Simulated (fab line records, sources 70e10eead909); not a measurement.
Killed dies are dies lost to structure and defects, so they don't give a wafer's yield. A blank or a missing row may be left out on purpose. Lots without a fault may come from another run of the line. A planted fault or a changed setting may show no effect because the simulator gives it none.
fab line records | flow nand_harc
record lots=6 wafers=18 last_day=35
route steps=1302 shown A_CHANNEL_HOLE_D1@480 A_CHANNEL_FILL_D1@490 A_DECK1_JOINT@518 END@1302
lots that met no fault: from a run of the same line without faults
start_h: hours from the record's first day to the start of the lot's first wafer shown | wait_h: hours since the lot's step before | " the same as in the row above | L1.1+2: a row that stands for several wafers | - no value, or no start given | * or withheld: withheld | < > ~ a bound
route shown NAME@n: a module of which the file shows steps, and the number in the route of the first | usual: mean/standard deviation of fault-free wafers | same: alike in all rows | chamber/n: place in a boat | sites: the reading at each site | _std_site: their standard deviation | _edge_site: outer sites' mean less inner sites' | radius_mm: how far each site lies from the wafer's centre | mask NAME#n: copy n | behind: the tool/chamber that last shaped the wafer | hold: why the lot was held/for how many hours/how that ended | device: the transistor (n, p or np) that didn't switch | end of line: the same wafers' tests at the end of the route | a step without rows: its recipe alone | killed: dies lost to structure and defects at the first sort, not the wafer's yield | map: a wafer's dies, x killed, . not, _ none there
set.NAME: the setting as run; set.NAME@STEP: as run at that earlier step | model.NAME: the simulator's own value behind a step, which no gauge read
lots at some steps of the route; a table a step, a row a wafer
services: from which hour (start_h, from the record's first day; less than 0 if before it) a tool's chamber was out of use, for how many hours, and why
## steps
# step NHARC_A_CHANNEL_HOLE_D1_STRIP_41
# recipe n2_flow_sccm=150 h2_flow_sccm=150 ar_flow_sccm=0 bias_w=0 chemistry=N2/H2
# step NHARC_A_CHANNEL_HOLE_D1_STRIP_42
# recipe cf4_flow_sccm=100 chf3_flow_sccm=30 ar_flow_sccm=0 bias_w=0 chemistry=CF4/CHF3
# step NHARC_A_CHANNEL_HOLE_D1_STRIP_43
# recipe o2_flow_sccm=400 cos_flow_sccm=20 ar_flow_sccm=0 bias_w=0 chemistry=O2/COS
# step NHARC_A_CHANNEL_HOLE_D1_ETCH_44
# recipe target_depth_a=1400 overetch_a=140 time_s=77 ion_energy_ev=100 cf4_flow_sccm=80 o2_flow_sccm=20 ar_flow_sccm=0 rf_w=300 bias_w=100 chemistry=CF4/O2
# step NHARC_A_CHANNEL_HOLE_D1_STRIP_27
# recipe o2_flow_sccm=500 ar_flow_sccm=0 bias_w=0 chemistry=O2
# usual drypump_motor_current_A=5.8/0.41 oes_product_au=0.997/0.0092 rf_vpp_V=57.6/0.82 showerhead_plenum_p_Torr=3.47/0.12 throttle_valve_pct=17.035/0.0093
# columns lot.wafer tool chamber start_h wait_h drypump_motor_current_A oes_product_au rf_hours_counter_h rf_vpp_V showerhead_plenum_p_Torr throttle_valve_pct
L365.2 rie_diel-12 2 - - 5.3 0.993 6 57.7 3.64 17.027
L365.5 " 1 " " 5.7 0.999 - 57.2 3.47 17.030
L365.6 " 2 " " 5.3 1.002 - 59.7 3.64 17.024
L367.2 rie_diel-12 2 - - 5.3 0.995 9 58.8 3.64 17.040
L367.1 " 0 " " 6.3 0.982 8 57.6 3.45 17.024
L367.6 " 2 " " 5.3 0.978 - 58.3 3.64 17.049
L369.2 rie_diel-12 0 - - 6.3 1.002 9 58.3 3.45 17.028
L369.4 " 1 " " 5.7 0.999 5 59.2 3.47 17.032
L369.6 " 3 " " 5.9 0.979 - 57.9 3.34 17.054
L371.4 rie_diel-12 0 - - 6.3 1.000 10 57.6 3.45 17.036
L371.2 " 1 " " 5.7 0.992 7 58.2 3.47 17.042
L371.3 " 2 " " 5.3 0.993 11 56.5 3.64 17.037
L374.2 rie_diel-12 3 - - 5.9 1.004 13 55.9 3.34 17.030
L374.4 " 0 " " 6.3 0.998 14 58.3 3.45 17.042
L374.6 " 0 " " 6.3 1.004 - 58.3 3.45 17.031
L376.4 rie_diel-10 1 - - 5.8 0.998 1 56.9 3.32 17.042
L376.1 " 2 " " 5.1 1.016 1 58.3 3.37 17.036
L376.5 " 2 " " 5.1 1.020 - 56.9 3.37 17.031
# step NHARC_A_CHANNEL_HOLE_D1_PRECLEAN_28
# recipe time_s=* temp_c=50 bath_age_min=0 chemistry=SC1
# step NHARC_A_CHANNEL_HOLE_D1_SRD_29
# step NHARC_A_CHANNEL_HOLE_D1_CD_MEAS_30
# usual cd_nm=89.4/1.1
# columns lot.wafer tool chamber start_h wait_h cd_nm
L365.2 cd_sem-03 - 314.03 - 88.4
L365.5 " - " " 89.2
L365.6 " - " " 88.2
L367.1 cd_sem-01 - 336.40 - 89.9
L367.2 " - " " 88.9
L367.6 " - " " 88.4
L369.2 cd_sem-01 - 344.70 - 89.1
L369.4 " - " " 90.9
L369.6 " - " " 90.6
L371.2 cd_sem-02 - 373.49 - 88.3
L371.3 " - " " 89.4
L371.4 " - " " 89.7
L374.2 cd_sem-01 - 409.62 0.1 91.0
L374.4 " - " " 87.2
L374.6 " - " " 91.9
L376.1 cd_sem-03 - 438.12 0.1 88.8
L376.4 " - " " 91.1
L376.5 " - " " 90.4
# step NHARC_A_CHANNEL_HOLE_D1_XSEM_31
# recipe landing_energy_ev=35000
# step NHARC_A_CHANNEL_HOLE_D1_INSPECT_40
# usual raw_defect_count=70/25
# columns lot.wafer tool chamber start_h wait_h raw_defect_count
L365.2 defect_inspect-01 - 314.22 - 49
L365.5 " - " " 50
L365.6 " - " " 40
L367.1 defect_inspect-02 - 336.59 - 108
L367.2 " - " " 96
L367.6 " - " " 132
L369.2 defect_inspect-02 - 344.88 - 39
L369.4 " - " " 49
L369.6 " - " " 53
L371.2 defect_inspect-02 - 373.68 - 52
L371.3 " - " " 67
L371.4 " - " " 74
L374.2 defect_inspect-01 - 409.81 - 47
L374.4 " - " " 54
L374.6 " - " " 41
L376.1 defect_inspect-02 - 438.31 - 44
L376.4 " - " " 52
L376.5 " - " " 25
# step NHARC_A_CHANNEL_FILL_D1_PRECLEAN_00
# recipe time_s=* temp_c=50 bath_age_min=0 chemistry=SC1
# step NHARC_A_CHANNEL_FILL_D1_SRD_01
# step NHARC_A_CHANNEL_FILL_D1_ALD_02
# recipe target_thk_a=60 pulse_time_s=10 ald_cycles=60 temp_c=300 material=SiO2
# usual heater_power_w=481/55 precursor_pulse_height_rel=0.997/0.02
# columns lot.wafer tool chamber start_h wait_h heater_power_w precursor_pulse_height_rel
L365.2 ald_hk-04 0 314.56 - 483 0.984
L365.5 " 2 " " 451 0.958
L365.6 " 3 " " 372 0.999
L367.2 ald_hk-04 3 336.79 - 386 1.003
L367.1 " 1 " " 486 0.994
L367.6 " 0 " " 471 0.960
L369.2 ald_hk-02 0 345.07 - 392 0.995
L369.4 " 3 " " 481 0.959
L369.6 " 0 " " 392 0.988
L371.4 ald_hk-03 2 373.87 - 502 1.010
L371.2 " 0 " " 529 1.006
L371.3 " 1 " " 471 0.998
L374.4 ald_hk-04 1 410.01 - 469 0.990
L374.2 " 3 " " 390 1.013
L374.6 " 1 " " 479 0.994
L376.1 ald_hk-03 1 438.50 - 496 1.030
L376.4 " 3 " " 565 1.020
L376.5 " 2 " " 528 1.003
# step NHARC_A_CHANNEL_FILL_D1_ALD_03
# recipe target_thk_a=60 pulse_time_s=60 ald_cycles=58 temp_c=630 pressure_torr=2 material=SiNx
# usual precursor_pulse_height_rel=0.999/0.022
# columns lot.wafer tool chamber start_h wait_h precursor_pulse_height_rel
L365.2 ald_sin_batch-02 0 - - 0.988
L365.5 " 0 " " 1.006
L365.6 " 0 " " 1.012
L367.1 ald_sin_batch-03 0 - - 1.010
L367.2 " 0 " " 0.999
L367.6 " 0 " " 1.018
L369.2 ald_sin_batch-03 0 - - 1.036
L369.4 " 0 " " 1.008
L369.6 " 0 " " 0.969
L371.2 ald_sin_batch-02 0 - - 1.013
L371.3 " 0 " " 1.013
L371.4 " 0 " " 0.996
L374.2 ald_sin_batch-02 0 - - 0.976
L374.4 " 0 " " 1.017
L374.6 " 0 " " 1.002
L376.1 ald_sin_batch-03 0 - - 1.006
L376.4 " 0 " " 0.984
L376.5 " 0 " " 0.978
# step NHARC_A_CHANNEL_FILL_D1_ALD_14
# recipe target_thk_a=25 pulse_time_s=10 ald_cycles=25 temp_c=300 material=SiO2
# usual heater_power_w=498/55 precursor_pulse_height_rel=0.999/0.021
# columns lot.wafer tool chamber start_h wait_h heater_power_w precursor_pulse_height_rel
L365.2 ald_hk-04 0 321.50 0.2 472 0.982
L365.6 " 1 " " 479 1.000
L365.5 " 2 " " 457 0.996
L367.1 ald_hk-02 3 343.83 0.1 477 0.972
L367.2 " 1 " " 496 1.006
L367.6 " 2 " " 519 0.970
L369.4 ald_hk-04 0 352.18 0.1 484 1.010
L369.2 " 1 " " 479 1.022
L369.6 " 3 " " 377 1.009
L371.2 ald_hk-02 1 380.93 0.0 512 0.959
L371.3 " 3 " " 482 0.978
L371.4 " 0 " " 400 0.972
L374.2 ald_hk-03 2 417.05 0.0 529 0.969
L374.4 " 3 " " 551 1.003
L374.6 " 3 " " 566 0.989
L376.1 ald_hk-02 2 445.68 0.2 494 0.999
L376.4 " 3 " " 486 0.961
L376.5 " 1 " " 512 1.017
# step NHARC_A_CHANNEL_FILL_D1_ALD_15
# recipe target_thk_a=20 pulse_time_s=60 ald_cycles=19 temp_c=630 pressure_torr=2 material=SiNx
# step NHARC_A_CHANNEL_FILL_D1_ALD_16
# recipe target_thk_a=15 pulse_time_s=10 ald_cycles=15 temp_c=300 material=SiO2
# step NHARC_A_CHANNEL_FILL_D1_ANNEAL_17
# recipe temp_c=850 time_s=1800
# step NHARC_A_CHANNEL_FILL_D1_CVD_18
# recipe target_thk_a=30 temp_c=550 material=poly-Si
# step NHARC_A_CHANNEL_FILL_D1_ETCHBACK_19
# recipe target_depth_a=50 time_s=1.7 hbr_flow_sccm=150 cl2_flow_sccm=50 rf_w=400 icp_w=400 bias_w=100 chemistry=HBr/Cl2
# step NHARC_A_CHANNEL_FILL_D1_ETCHBACK_20
# recipe target_depth_a=270 time_s=13.5 c4f8_flow_sccm=withheld o2_flow_sccm=8 ar_flow_sccm=withheld rf_w=600 bias_w=1500 chemistry=C4F8/O2/Ar
# step NHARC_A_CHANNEL_FILL_D1_STRIP_28
# recipe time_s=20 o2_flow_sccm=500 ar_flow_sccm=0 bias_w=0 chemistry=O2
# step NHARC_A_CHANNEL_FILL_D1_PRECLEAN_21
# recipe time_s=30 chemistry=dHF
# step NHARC_A_CHANNEL_FILL_D1_SRD_23
# step NHARC_A_CHANNEL_FILL_D1_CVD_05
# recipe target_thk_a=50 temp_c=550 material=poly-Si
# step NHARC_A_CHANNEL_FILL_D1_ANNEAL_22
# recipe temp_c=620 time_s=7200
# step NHARC_A_CHANNEL_FILL_D1_ALD_25
# recipe target_thk_a=600 pulse_time_s=10 ald_cycles=600 temp_c=300 material=SiOx
# usual heater_power_w=492/56 precursor_pulse_height_rel=0.999/0.02
# columns lot.wafer tool chamber start_h wait_h heater_power_w precursor_pulse_height_rel
L365.2 ald_hk-03 1 352.72 1.9 477 1.006
L365.6 " 2 " " 506 0.983
L365.5 " 3 " " 614 1.022
L367.1 ald_hk-04 2 372.79 0.1 456 0.985
L367.2 " 1 374.68 1.9 483 1.025
L367.6 " 3 375.94 3.2 377 0.979
L369.4 ald_hk-04 2 384.78 1.3 458 0.988
L369.2 " 3 " " 386 0.977
L369.6 " 1 386.63 3.1 486 1.006
L371.2 ald_hk-03 3 408.17 0.1 562 0.961
L371.4 " 1 409.40 1.3 509 1.014
L371.3 " 2 " " 518 0.992
L374.4 ald_hk-02 2 447.96 0.1 500 0.976
L374.2 " 3 449.17 1.3 497 0.994
L374.6 " 2 452.80 4.9 479 0.956
L376.1 ald_hk-04 1 479.30 0.1 478 0.965
L376.4 " 0 481.14 1.9 523 0.967
L376.5 " 1 " " 469 1.020
# step NHARC_A_CHANNEL_FILL_D1_ETCHBACK_08
# recipe target_depth_a=2200 time_s=110 c4f8_flow_sccm=20 ar_flow_sccm=withheld rf_w=600 bias_w=300 chemistry=C4F8
# step NHARC_A_CHANNEL_FILL_D1_STRIP_29
# recipe time_s=20 o2_flow_sccm=500 ar_flow_sccm=0 bias_w=0 chemistry=O2
# step NHARC_A_CHANNEL_FILL_D1_PRECLEAN_30
# recipe time_s=30 chemistry=dHF
# step NHARC_A_CHANNEL_FILL_D1_SRD_31
# step NHARC_A_CHANNEL_FILL_D1_CVD_09
# recipe target_thk_a=1500 temp_c=620 pressure_mtorr=200 time_s=3000 material=poly-Si
# step NHARC_A_CHANNEL_FILL_D1_CMP_10
# recipe target_thk_nm=150
# step NHARC_A_CHANNEL_FILL_D1_SRD_12
# step NHARC_A_DECK1_JOINT_ETCHBACK_07
# recipe target_depth_a=1050 time_s=26.9 hbr_flow_sccm=150 rf_w=350 icp_w=350 bias_w=60 chemistry=HBr
# usual drypump_motor_current_A=5.8/0.31 hbr_flow_sccm=150.0/0.47 oes_product_au=0.996/0.0089 throttle_valve_pct=23.265/0.0085
# columns lot.wafer tool chamber start_h wait_h drypump_motor_current_A hbr_flow_sccm oes_product_au rf_hours_counter_h throttle_valve_pct
L365.2 rie_si-01 0 362.82 0.1 6.3 151.0 0.983 1.0 23.270
L365.6 " 2 " " 6.4 149.9 0.995 - 23.262
L365.5 " 3 " " 5.8 149.8 0.979 - 23.268
L367.1 rie_si-06 0 384.86 0.1 5.3 150.3 1.006 0.8 23.268
L367.2 " 1 " " 5.9 150.0 1.005 0.9 23.264
L367.6 " 0 " " 5.3 150.4 0.997 - 23.268
L369.2 rie_si-05 0 397.00 0.1 6.0 150.8 0.985 0.6 23.260
L369.6 " 1 " " 5.5 150.3 0.998 - 23.261
L369.4 " 3 " " 6.0 150.9 0.988 - 23.272
L371.4 rie_si-05 3 420.00 0.1 6.0 150.4 0.996 0.7 23.266
L371.2 " 0 " " 6.0 150.6 0.990 0.8 23.272
L371.3 " 2 " " 5.9 150.8 1.008 0.7 23.277
L374.2 rie_si-01 3 463.34 0.1 5.7 149.7 1.003 0.7 23.263
L374.4 " 1 " " 5.5 149.4 0.997 0.7 23.260
L374.6 " 2 " " 6.3 150.0 1.002 - 23.271
L376.1 rie_si-05 1 491.14 0.1 5.5 149.9 1.001 0 23.253
L376.4 " 0 " " 6.0 149.6 0.995 0 23.265
L376.5 " 1 " " 5.5 149.4 0.991 - 23.283
# step NHARC_A_DECK1_JOINT_ETCH_25
# recipe target_depth_a=5 chemistry=dHF material=SiO2
# step NHARC_A_DECK1_JOINT_ETCH_19
# recipe temp_c=25 target_depth_a=30 chemistry=TMAH material=poly-Si
# step NHARC_A_DECK1_JOINT_ETCH_18
# recipe target_depth_a=30 chemistry=dHF material=SiO2
# step NHARC_END_SORT_01
# recipe temp_c=25
# usual killed_at_array=54/18 killed_at_other=0.9/1.2 killed_at_periphery=4.4/2.9 killed_dies=59/18 killed_open=3.2/1.8 killed_short=2.6/1.8
# same gross_dies=677
# columns lot.wafer tool chamber start_h wait_h killed_at_array killed_at_other killed_at_periphery killed_dies killed_open killed_short
L365.2 prober-01 0 721.26 2.8 110 0 3 113 3 2
L365.5 prober-01 0 723.67 3.7 57 1 4 62 5 3
L365.6 prober-01 0 724.47 4.0 62 0 3 65 6 3
L367.1 prober-01 0 728.25 2.5 58 1 3 62 1 2
L367.2 prober-01 0 729.07 2.8 73 0 7 80 4 6
L367.6 prober-01 0 732.36 4.1 129 0 4 133 1 4
L369.2 prober-01 0 736.95 2.8 48 1 5 54 1 5
L369.4 prober-01 0 738.55 3.4 32 0 9 41 2 2
L369.6 prober-01 0 740.15 4.0 49 3 5 57 6 2
L371.2 prober-01 0 752.34 2.8 60 1 4 65 4 1
L371.3 prober-01 0 753.14 3.1 60 3 1 64 0 3
L371.4 prober-01 0 753.94 3.4 62 2 6 70 4 5
L374.2 prober-01 0 792.59 2.8 23 0 9 32 2 3
L374.4 prober-01 0 794.18 3.4 22 0 11 33 3 4
L374.6 prober-01 0 795.78 4.0 26 0 8 34 3 4
# killed by level:class
L365.2 A_CHANNEL_FILL_D1:unspecified=89 A_CHANNEL_HOLE_D2:chamber_film_flake=7 A_STAIRCASE:chamber_film_flake=3 A_CHANNEL_HOLE_D2:geometric_particle:open=2 A_CHANNEL_HOLE_D1:chamber_film_flake=2 A_SLIT:chamber_film_flake=2 A_CONTACT:chamber_film_flake=2 P_CONTACT:geometric_particle:short=1
L365.5 A_CHANNEL_HOLE_D2:chamber_film_flake=23 A_CONTACT:chamber_film_flake=8 A_STAIRCASE:chamber_film_flake=7 A_SLIT:chamber_film_flake=6 A_CHANNEL_HOLE_D1:chamber_film_flake=5 A_M0:geometric_particle:open=2 P_GATE:geometric_particle:open=1 P_CONTACT:geometric_particle:short=1
L365.6 A_CHANNEL_HOLE_D2:chamber_film_flake=24 A_CHANNEL_HOLE_D1:chamber_film_flake=7 A_SLIT:chamber_film_flake=7 A_CONTACT:chamber_film_flake=7 A_STAIRCASE:chamber_film_flake=6 A_WL_FILL:chamber_film_flake=3 A_WL_FILL:geometric_particle:open=2 P_M1:geometric_particle:open=1
L367.1 A_SLIT:chamber_film_flake=32 A_CHANNEL_HOLE_D1:chamber_film_flake=23 P_BONDPAD:chamber_film_flake=2 A_ONON_D1:geometric_particle:short=1 A_CHANNEL_FILL_D2:geometric_particle:open=1 A_WL_FILL:geometric_particle:short=1 P_GATE:chamber_film_flake=1 THIN_TSV:chamber_film_flake=1
L367.2 A_SLIT:chamber_film_flake=34 A_CHANNEL_HOLE_D1:chamber_film_flake=30 P_CONTACT:geometric_particle:short=2 A_ONON_D1:geometric_particle:short=2 P_GATE:chamber_film_flake=2 A_CONTACT:chamber_film_flake=2 P_M0:geometric_particle:short=1 P_M0:geometric_particle:open=1
L367.6 A_CHANNEL_FILL_D1:unspecified=82 A_CHANNEL_HOLE_D1:chamber_film_flake=21 A_SLIT:chamber_film_flake=16 A_CHANNEL_FILL_D1:geometric_particle:short=2 P_GATE:chamber_film_flake=2 A_ZERO_WELL:chamber_film_flake=2 A_CONTACT:chamber_film_flake=2 P_STI:geometric_particle:short=1
L369.2 A_CHANNEL_HOLE_D2:chamber_film_flake=28 A_CHANNEL_HOLE_D1:chamber_film_flake=7 A_SLIT:chamber_film_flake=6 P_ZERO_WELL:chamber_film_flake=3 A_CHANNEL_FILL_D2:geometric_particle:short=2 P_GATE:chamber_film_flake=2 A_ONON_D1:geometric_particle:short=1 A_ONON_D1:geometric_particle:open=1
L369.4 A_CHANNEL_HOLE_D2:chamber_film_flake=16 A_CHANNEL_HOLE_D1:chamber_film_flake=6 A_SLIT:chamber_film_flake=4 P_GATE:chamber_film_flake=3 P_ZERO_WELL:chamber_film_flake=2 P_STI:chamber_film_flake=2 P_M1:chamber_film_flake=2 A_SOURCE_PLATE:geometric_particle:short=1
L369.6 A_CHANNEL_HOLE_D2:chamber_film_flake=22 A_CHANNEL_HOLE_D1:chamber_film_flake=14 A_SLIT:chamber_film_flake=4 A_CHANNEL_FILL_D1:geometric_particle:open=2 P_STI:chamber_film_flake=2 P_GATE:chamber_film_flake=2 A_DECK1_JOINT:chamber_film_flake=2 THIN_TSV:chamber_film_flake=2
L371.2 A_CHANNEL_HOLE_D2:chamber_film_flake=26 A_CHANNEL_HOLE_D1:chamber_film_flake=9 A_STAIRCASE:chamber_film_flake=6 A_SLIT:chamber_film_flake=6 A_CONTACT:chamber_film_flake=5 A_WL_FILL:chamber_film_flake=2 P_M0:geometric_particle:open=1 A_ONON_D1:geometric_particle:open=1
L371.3 A_CHANNEL_HOLE_D2:chamber_film_flake=26 A_CHANNEL_HOLE_D1:chamber_film_flake=9 A_SLIT:chamber_film_flake=6 A_CONTACT:chamber_film_flake=6 A_STAIRCASE:chamber_film_flake=4 A_WL_FILL:chamber_film_flake=2 A_BONDPAD:chamber_film_flake=2 THIN_TSV:chamber_film_flake=2
L371.4 A_CHANNEL_HOLE_D2:chamber_film_flake=26 A_CHANNEL_HOLE_D1:chamber_film_flake=13 A_CONTACT:chamber_film_flake=9 A_SLIT:chamber_film_flake=4 P_CONTACT:geometric_particle:short=2 P_STI:chamber_film_flake=2 THIN_TSV:chamber_film_flake=2 P_CONTACT:geometric_particle:open=1
L374.2 A_CONTACT:chamber_film_flake=7 A_SLIT:chamber_film_flake=6 P_BONDPAD:chamber_film_flake=4 P_GATE:chamber_film_flake=3 A_STAIRCASE:chamber_film_flake=3 P_ZERO_WELL:chamber_film_flake=2 A_ONON_D1:geometric_particle:short=1 A_ONON_D1:geometric_particle:open=1
L374.4 A_SLIT:chamber_film_flake=6 P_GATE:chamber_film_flake=4 P_BONDPAD:chamber_film_flake=4 A_STAIRCASE:chamber_film_flake=4 A_CONTACT:chamber_film_flake=3 A_CHANNEL_FILL_D1:geometric_particle:short=2 P_ZERO_WELL:chamber_film_flake=2 A_WL_FILL:chamber_film_flake=2
L374.6 A_SLIT:chamber_film_flake=9 P_BONDPAD:chamber_film_flake=5 A_CONTACT:chamber_film_flake=5 A_ONON_D1:geometric_particle:open=3 A_STAIRCASE:chamber_film_flake=3 A_WL_FILL:geometric_particle:short=2 P_GATE:chamber_film_flake=2 A_ONON_D1:geometric_particle:short=1
# map L365.2 (x killed, . not)
____________.____________
_________...x..._________
_______...xx.x...._______
______....x........______
_____..............._____
____.................____
____..............x..____
___...................___
___...................___
__.....................__
__.....................__
_x......................_
_......................._
_......................._
_......................._
_..............x........_
..............x.x........
.............xxxxx.......
..............xxxxx.x....
............xxxxxxxx.....
.............xxxxxxx.....
_...........xxxxxxxxx..._
_..........xxxxxxxxxx..._
_..........xxxxxxxxxx..._
_...........xxxxxxxxx..._
_...........xxxxxxxxx..._
__.......x...xxxxxxx...__
__.x........xxxxxxxx...__
___..........xxx.xxx..___
___..............xx...___
____....x.......x....____
____.................____
_____..............._____
______.............______
_______...x......x_______
_________..x...._________
____________.____________
# map L367.6 (x killed, . not)
____________.____________
_________xx.xx.._________
_______xxxxx......_______
______.xxx.xx.....x______
_____..xxx.......x.._____
____...xx..x.........____
____.....x...........____
___......x.....x......___
___...................___
__.....................__
__.....................__
_......................._
_.....x................._
_......................._
_......................._
_......................._
.............xxx.x.......
......x.......xxx........
..............xxxxx......
............xxxxxxxx.....
............xxxxxxxx.....
_...........xxxxxxxx...._
_............xxxxxxxx..._
_...........xxxxxxxxxx.._
_x.........xxxxxxxxxx..._
_...........xxxxxxxx...._
__..........xxxxxxxxx.x__
__..........xxxxxxx.xx.__
___....x.....x.xxx..x.___
___........x....xxx...___
____..........x..x...____
____..............x..____
_____..............._____
______.....x.......______
_______..........._______
_________......._________
____________.____________
## services
# columns tool chamber start_h hours kind
rie_si-05 - 305.00 9.0 pm
rie_diel-10 1 313.38 2.9 repair
rie_diel-10 3 330.29 16.7 repair
rie_si-06 - 331.31 0.9 repair
ald_hk-03 - 365.91 0.6 repair
rie_si-01 - 370.04 9.0 pm
rie_diel-10 1 382.42 5.0 repair
rie_diel-12 - 390.52 0.5 repair
ald_hk-03 - 392.56 10.0 pm
rie_si-05 2 394.91 5.7 repair
rie_si-01 0 398.56 34.6 repair
rie_diel-10 0 406.59 3.3 repair
rie_diel-10 - 419.56 9.0 pm
rie_si-06 - 426.00 9.0 pm
rie_si-01 2 427.86 6.2 repair
ald_hk-04 - 432.49 10.0 pm
ald_hk-04 0 432.49 10.0 vent_cycle
ald_hk-04 1 432.49 10.0 vent_cycle
rie_si-01 - 438.08 0.2 repair
rie_diel-12 - 446.03 9.0 pm
rie_si-06 0 465.81 1.0 repair
rie_si-01 - 479.83 0.9 repair
rie_si-05 - 482.00 9.0 pm
rie_diel-10 0 483.51 6.6 repair
## key
first_sign step=NHARC_END_SORT_01 reading=killed_at_array direction=up sigmas=3.6 usual=54 struck=120
effect step=NHARC_END_SORT_01 reading=killed_dies direction=up sigmas=3.5 usual=59 struck=123
more_kills_born_at NHARC_A_CHANNEL_FILL_D1_ALD_02@ald_hk-04=171
met_at NHARC_A_CHANNEL_FILL_D1_ALD_02
struck_wafers L365.2,L367.6
tester_left_out L365,L367
fault kind=chamber_particle_source tool=ald_hk-04 chamber=0 onset_h=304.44 steps=NHARC_A_CHANNEL_FILL_D1_ALD_02 rate_per_visit_cm2=1.0867 end_h=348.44
# tester_left_out: of these lots the tester's yield and bins aren't shown, on N5 and GAA mostly nor the transistor test; their killed dies are dies lost to structure and defects alone, not to doping, threshold or leakage, so they don't give the yield
